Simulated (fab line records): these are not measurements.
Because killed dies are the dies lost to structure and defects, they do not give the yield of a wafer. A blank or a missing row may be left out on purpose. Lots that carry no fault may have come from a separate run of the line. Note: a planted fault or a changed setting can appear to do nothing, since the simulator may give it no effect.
Lot-split experiment    flow n5-finfet    7 lots, 21 wafers read, on a route of 1938 steps

## SPLIT DETAILS
At N5_BEOL_M8_COAT_22 (resist thk 30 nm), the setting spin-rpm was moved away from the recipe's 1500 rpm on 4 of the 21 wafers read, by -6.0% to +10.0%. All remaining wafers had this setting at the recipe value.

## FROM THE SPLIT TO THE READING: what the file shows between them, 4 steps
- N5_BEOL_M8_EBR_24
- N5_BEOL_M8_SOFTBAKE_23: time 60 s
- N5_BEOL_M8_EXPOSE_25: exposes mask V7, target cd 40 nm
- N5_BEOL_M8_PEB_26: peb time 60 s

## THE READING
CAR-EUV_of_BEOL_M8_COAT_22.thk-nm (the simulator's own value, which no gauge read), in nm, at N5_BEOL_M8_DEVELOP_27 (develop time 30 s). There is no usual value for it anywhere in the file. Here, 17 wafers ran the recipe; their average is 29.5 nm with a standard deviation of 0.1 nm.

wafer   tool, chamber at the split  spin-rpm as run, rpm  against the recipe  CAR-EUV_of_BEOL_M8_COAT_22.thk-nm, nm  against lot-mates on the recipe
L078.1  litho-track-03, 0           1500                  recipe              29.6                                   -
L078.4  litho-track-03, 0           1500                  recipe              29.6                                   -
L078.5  litho-track-03, 0           1500                  recipe              29.6                                   -
L085.2  litho-track-02, 0           1500                  recipe              29.6                                   -
L085.4  litho-track-02, 0           1500                  recipe              29.6                                   -
L085.6  litho-track-02, 0           1500                  recipe              29.6                                   -
L086.1  litho-track-05, 0           1410                  -6.0%               30.4                                   +1.0
L086.3  litho-track-05, 0           1410                  -6.0%               30.2                                   +0.8
L086.6  litho-track-05, 0           1500                  recipe              29.4                                   -
L087.2  litho-track-03, 0           1650                  +10.0%              28                                     -1.4
L087.3  litho-track-03, 0           1500                  recipe              29.4                                   -
L087.6  litho-track-03, 0           1650                  +10.0%              28.2                                   -1.2
L091.2  litho-track-03, 0           1500                  recipe              29.6                                   -
L091.3  litho-track-03, 0           1500                  recipe              29.4                                   -
L091.4  litho-track-03, 0           1500                  recipe              29.4                                   -
L095.1  litho-track-03, 0           1500                  recipe              29.4                                   -
L095.2  litho-track-03, 0           1500                  recipe              29.4                                   -
L095.3  litho-track-03, 0           1500                  recipe              29.4                                   -
L097.1  litho-track-05, 0           1500                  recipe              29.6                                   -
L097.2  litho-track-05, 0           1500                  recipe              29.4                                   -
L097.4  litho-track-05, 0           1500                  recipe              29.4                                   -

THE FIT
A straight line over all 21 wafers: CAR-EUV_of_BEOL_M8_COAT_22.thk-nm changes by -0.138 nm for each +1% of spin-rpm; r = -0.98; the points scatter about the line by 0.11 nm.
The same after taking each lot's own level away (the mean of its wafers on the recipe; 21 wafers): -0.136 nm for each +1%; r = -0.99; scatter 0.076 nm.
That fit puts the effect of the largest move of spin-rpm on the reading at 1.4 nm.
Measured against the standard deviation above, the lots' own levels, which go from 29.40 to 29.60 nm, span 2.0 times it.
So the lot-to-lot level changes the slope little: the two slopes agree.
Check: with one of the wafers moved furthest among these (+10.0%) left out of the fit, the line predicts -1.31 nm for it against its lot-mates. It came out at -1.4 nm against them.

## THE OTHER SPLITS THESE WAFERS WENT THROUGH
These wafers also went through other splits before the reading. Each is held against what the fit with the lots' levels taken away leaves over:
other split on the same wafers  wafers away from the commonest value  r with CAR-EUV_of_BEOL_M8_COAT_22.thk-nm (lot level and that fit taken away)
N5_BEOL_M6_ILD_DEP_00 time-s    10                                    -0.24
N5_BEOL_M7_COAT_63 spin-rpm     8                                     -0.02
N5_BEOL_M7_COAT_22 spin-rpm     6                                     -0.15
N5_BEOL_M8_DESCUM_16 time-s     9                                     -0.19

## THE WHOLE CHAIN: every reading that the file lists as answering this split, in the file's order
step                   what it does       reading                                                                             change (the file's fit)                r (the file's)
N5_BEOL_M8_COAT_22     resist thk 30 nm   CAR-EUV_of_BEOL_M8_COAT_22.thk-nm (the simulator's own value, which no gauge read)  -0.147 nm for each +1% of the setting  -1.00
N5_BEOL_M8_DEVELOP_27  develop time 30 s  CAR-EUV_of_BEOL_M8_COAT_22.thk-nm (the simulator's own value, which no gauge read)  -0.135 nm for each +1% of the setting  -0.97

## FILE'S OWN FIT
CAR-EUV_of_BEOL_M8_COAT_22.thk-nm changes by -0.135 nm for each +1% of spin-rpm, r = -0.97.
